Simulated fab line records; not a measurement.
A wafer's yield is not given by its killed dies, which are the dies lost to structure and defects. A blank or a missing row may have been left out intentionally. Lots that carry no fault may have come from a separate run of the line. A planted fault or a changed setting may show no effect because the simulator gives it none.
Which tool did it?	flow n5-finfet	12 lots, 36 wafers sampled, at 1 step of a route of 1938

== WHAT EACH GAUGE READ, for each wafer ==
N5_HKMG_FIN_CD_MEAS_12 targets a cd of 92.8 nm.
lot	measured	on	cd-nm (nm)
L075	day 4 10:22	cd-sem-01	92.4 92.6 93.2
L077	day 4 20:14	cd-sem-02	93.5 93.3 93.2
L079	day 5 14:31	cd-sem-01	92.9 92.0 92.7
L081	day 5 22:15	cd-sem-02	92.6 93.3 94.6
L083	day 6 06:53	cd-sem-01	91.1 91.5 91.4
L085	day 6 21:30	cd-sem-02	94.8 93.8 95.2
L087	day 7 13:25	cd-sem-03	94.2 94.2 94.0
L089	day 8 01:40	cd-sem-03	93.1 92.8 92.4
L091	day 8 10:08	cd-sem-03	92.4 92.2 92.8
L093	day 8 23:13	cd-sem-03	92.4 92.5 92.3
L095	day 9 10:56	cd-sem-01	92.8 93.3 92.9
L097	day 9 23:46	cd-sem-01	93.2 92.8 93.6

== EACH LOT AND THE TOOL THAT RAN IT (in order: tool; ch and the chambers of the sampled wafers; start) ==
The record holds no process step before these readings.

== THE ANSWER, worked out from the rows above alone ==
Rule: the lots themselves supply what counts as usual. The widest of any qualifying gaps counts: lots, ordered by their means at a reading, are off when they make up no more than a third of the lots, leave a main group of 4 or more, and stand apart from it by 3 or more times the standard deviation of that group's means. If all means in a main group match to the digits the tables above print for the reading, that group is not used. A lot without any number at a reading at which 4 lots or more have one is off too. The other lots that the step has rows for count as sound.
Across all readings shown, no lot is off: no conclusion can be drawn from this.

== WHAT THE SIMULATOR HAD PUT IN ==
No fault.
